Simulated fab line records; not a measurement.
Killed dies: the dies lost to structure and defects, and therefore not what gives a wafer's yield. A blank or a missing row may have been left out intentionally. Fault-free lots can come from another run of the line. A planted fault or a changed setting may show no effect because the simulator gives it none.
Struck lot and sound lot, side by side || flow nandHarc || 15 steps out of a route of 1302
Sound: the wafers L906.2, L906.4, L906.5. The struck wafers were L911.1, L911.4, L911.6. The cause is named last.
For every step that has rows: the tool of each side, followed by ch and its chambers, followed by its first start. Under that, the readings that differ: sound wafers || struck wafers || difference of the means || sigmas: that difference in standard deviations of wafers without a fault.
alike: same words and numbers on both sides, and readings whose means sit less than 2 such deviations apart. not compared: any withheld reading, any reading some wafer has no value for, any bound like >300 that may hide the same value, and any number with overlapping values for which the record gives no deviation.
Wherever a step has rows on one side only, a row that says differs or no value, or a row with sigmas, the two part there. Numbers that don't overlap but have no deviation are shown without sigmas and don't part them. Lack of a reading on every wafer of one side parts them only where that side has two or more wafers.

first, 2 steps without rows for these wafers: NHARC_A_CONTACT_ETCH_50 (etches the open film in CF4/CHF3, target depth 121 nm, time 60.5 s); NHARC_A_CONTACT_ETCH_51 (etches the open film in O2/COS, target depth 7000 nm, time 1820 s).
NHARC_A_CONTACT_ETCH_111: etches the open film in C4F8/O2/Ar, time 140 s, target depth 700 nm.
  sound on harCapEtch-02 ch 0,1, day 21 17:31; struck on harCapEtch-02 ch 1, day 23 17:49
  alike: chamberPressureMTorr, oesAirLineAu
  not compared: rfHoursCounterH
then, 1 step without rows for these wafers: NHARC_A_CONTACT_ETCH_112 (etches the open film in C4F8/O2/Ar, time 190 s, target depth 1850 nm).
NHARC_A_CONTACT_ETCH_113: etches the open film in C4F8/O2/Ar, time 190 s, target depth 1850 nm.
  sound on harCapEtch-02 ch 0,1, day 21 17:53; struck on harCapEtch-02 ch 1, day 23 18:11
  alike: chamberPressureMTorr, oesAirLineAu
  not compared: rfHoursCounterH
NHARC_A_CONTACT_ETCH_114: etches the open film in C4F8/O2/Ar, time 190 s, target depth 1850 nm.
  sound on harCapEtch-02 ch 0,1, day 21 18:04; struck on harCapEtch-02 ch 1, day 23 18:22
  alike: chamberPressureMTorr, oesAirLineAu
  not compared: rfHoursCounterH
then, 5 steps without rows for these wafers: NHARC_A_CONTACT_ETCH_115 (etches the open film in C4F8/O2/Ar, time 190 s, target depth 1850 nm); NHARC_A_CONTACT_ETCH_116 (etches the open film in C4F8/O2/Ar, time 190 s, target depth 1850 nm); NHARC_A_CONTACT_ETCH_117 (etches the open film in C4F8/O2/Ar, time 190 s, target depth 1850 nm); NHARC_A_CONTACT_ETCH_118 (etches the open film in C4F8/O2/Ar, time 190 s, target depth 1850 nm); NHARC_A_CONTACT_ETCH_119 (etches the open film in C4F8/O2/Ar, time 190 s, target depth 1850 nm).
NHARC_A_CONTACT_ETCH_120: etches the open film in C4F8/O2/Ar, time 190 s, target depth 1850 nm.
  sound on harCapEtch-02 ch 0,1, day 21 19:05; struck on harCapEtch-02 ch 1, day 23 19:23
{"reading": "oesAirLineAu (a.u.)", "sound": "1.005 0.992 0.968", "struck": "1.061 1.049 0.998", "difference": "+0.048", "sigmas": "+2"}
  alike: chamberPressureMTorr
  not compared: rfHoursCounterH
NHARC_A_CONTACT_ETCH_121: etches the open film in C4F8/O2/Ar, time 190 s, target depth 1850 nm.
  sound on harCapEtch-02 ch 0,1, day 21 19:16; struck on harCapEtch-02 ch 1, day 23 19:34
  no value came back on the struck wafers for chamberPressureMTorr (mTorr), oesAirLineAu (a.u.); on the sound wafers chamberPressureMTorr (mTorr) reads 19.988 20.011 20.018
  not compared: rfHoursCounterH
NHARC_A_CONTACT_ETCH_122: etches the open film in C4F8/O2/Ar, time 190 s, target depth 1850 nm.
  sound on harCapEtch-02 ch 0,1, day 21 19:26; struck on harCapEtch-02 ch 1, day 23 19:44
  alike: chamberPressureMTorr, oesAirLineAu
  not compared: rfHoursCounterH
-- break in the record here, with 3 days between the starts of the struck wafers on either side (left off in module A_CONTACT, picked up again in module END, where the first step shown is number 1302 on the route) --
NHARC_END_SORT_01:
  the record has rows for the struck wafers here (prober-01 ch 0, day 26 18:53) and none for the sound ones

== WHERE THEY PART ==
Last at NHARC_END_SORT_01 as far as this record goes, first at NHARC_A_CONTACT_ETCH_120.

WHY: what had been put in by the simulator
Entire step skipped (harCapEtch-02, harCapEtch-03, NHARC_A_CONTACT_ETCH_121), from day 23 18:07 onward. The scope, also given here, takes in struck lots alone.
